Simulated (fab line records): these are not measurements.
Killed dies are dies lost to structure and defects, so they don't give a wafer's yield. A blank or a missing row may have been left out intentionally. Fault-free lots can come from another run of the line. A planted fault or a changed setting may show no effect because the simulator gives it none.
The tool behind it: which one? + flow n5-finfet + 36 wafers sampled from 12 lots at 1 step of a route of 1938

== WHAT THE GAUGES SHOWED, per wafer ==
N5_BEOL_M2_RS_MEAS_58: uses a four-point probe to measure.
| lot  | measured     | on            | M2_RS (ohm/sq) |
|------|--------------|---------------|----------------|
| L075 | day 8 12:11  | film-metro-01 | 0.69 0.76 0.68 |
| L077 | day 8 14:07  | film-metro-02 | 0.65 0.69 0.68 |
| L080 | day 8 15:41  | film-metro-02 | 0.64 0.61 0.67 |
| L081 | day 8 22:48  | film-metro-01 | 0.69 0.66 0.64 |
| L084 | day 9 12:41  | film-metro-02 | 0.70 0.66 0.67 |
| L085 | day 9 18:16  | film-metro-02 | 0.68 0.66 0.69 |
| L087 | day 11 06:23 | film-metro-01 | 0.63 0.67 0.63 |
| L089 | day 11 10:58 | film-metro-01 | 0.71 0.71 0.72 |
| L091 | day 12 04:37 | film-metro-02 | 0.70 0.67 0.71 |
| L093 | day 12 08:08 | film-metro-02 | 0.62 0.63 0.61 |
| L095 | day 12 14:58 | film-metro-02 | 0.74 0.72 0.68 |
| L096 | day 12 19:41 | film-metro-02 | 0.70 0.65 0.66 |

== WHICH TOOL RAN EACH LOT (tool, then ch and the chambers of the sampled wafers, then the start) ==
No process step before these readings appears in the record.

== THE ANSWER, worked out from the rows above alone ==
Rule: the usual values come from the lots themselves. Put in order of their means at a reading, lots are off if they are a third of the lots or fewer, leave a main group of 4 or more, and stand apart from it by a gap of 3 or more times the standard deviation of the main group's means; of several such gaps the widest counts. Not used: any main group whose means are identical at the precision the tables above print for the reading. Also off: a lot with no number at a reading for which 4 or more lots have one. The other lots that the step has rows for count as sound.
No lot is off on any of the readings shown, so nothing can be concluded from this.

== WHAT THE SIMULATOR PUT IN ==
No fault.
